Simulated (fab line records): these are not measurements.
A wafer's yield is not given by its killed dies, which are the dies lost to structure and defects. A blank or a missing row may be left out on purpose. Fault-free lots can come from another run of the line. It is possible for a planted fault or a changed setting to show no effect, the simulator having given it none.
Matching of chambers / flow n5-finfet / ald-metal-01 running N5_BEOL_M3_ALD_84: 4 sister chambers
The step deposits TaN, pulse time 2 s, purge time 3 s, co reactant purge time 2 s. 16 wafers are shown with their chamber, then 8 later ones without.

== WAFERS, EACH WITH ITS CHAMBER ==
wafer=L078.1; chamber=1; heater-power-w (W)=382
wafer=L078.2; chamber=3; heater-power-w (W)=386
wafer=L078.4; chamber=2; heater-power-w (W)=409
wafer=L075.2; chamber=3; heater-power-w (W)=390
wafer=L075.5; chamber=1; heater-power-w (W)=381
wafer=L075.6; chamber=2; heater-power-w (W)=411
wafer=L080.1; chamber=2; heater-power-w (W)=405
wafer=L080.4; chamber=3; heater-power-w (W)=394
wafer=L080.6; chamber=3; heater-power-w (W)=401
wafer=L081.2; chamber=3; heater-power-w (W)=397
wafer=L081.4; chamber=0; heater-power-w (W)=462
wafer=L081.6; chamber=3; heater-power-w (W)=397
wafer=L085.2; chamber=0; heater-power-w (W)=462
wafer=L085.4; chamber=3; heater-power-w (W)=394
wafer=L085.5; chamber=0; heater-power-w (W)=461
wafer=L088.1; chamber=1; heater-power-w (W)=383

SIGNATURES (means of the wafers above)
reading=heater-power-w; chamber 0=461.67; chamber 1=382.00; chamber 2=408.33; chamber 3=394.14; scatter within a chamber=3.74
Rule: a wafer lies at a distance from a chamber equal to the root of the sum of squares, over the readings, of (its reading less the chamber's mean, divided by the reading's scatter). If the next closest chamber is less than 2 further off than the closest, the wafer can't be placed; otherwise it belongs to the closest. The scatter: the root of (the sum of the squares of (reading less its chamber's mean) over the shown wafers, divided by (wafers less chambers)).

== WAFERS WHOSE CHAMBER IS MISSING ==
wafer=L088.3; heater-power-w (W)=406
wafer=L088.5; heater-power-w (W)=420
wafer=L094.1; heater-power-w (W)=408
wafer=L094.2; heater-power-w (W)=372
wafer=L094.4; heater-power-w (W)=456
wafer=L096.1; heater-power-w (W)=420
wafer=L096.3; heater-power-w (W)=447
wafer=L096.5; heater-power-w (W)=408

== CHAMBER TAKEN BY EACH ==
wafer=L088.3; from the rows above=2; in truth=2
wafer=L088.5; from the rows above=2; in truth=2
wafer=L094.1; from the rows above=2; in truth=2
wafer=L094.2; from the rows above=1; in truth=1
wafer=L094.4; from the rows above=0; in truth=0
wafer=L096.1; from the rows above=2; in truth=2
wafer=L096.3; from the rows above=0; in truth=0
wafer=L096.5; from the rows above=2; in truth=2
8 of 8 placed correctly. Left unplaced by these rows: 0. 0 placed wrongly.
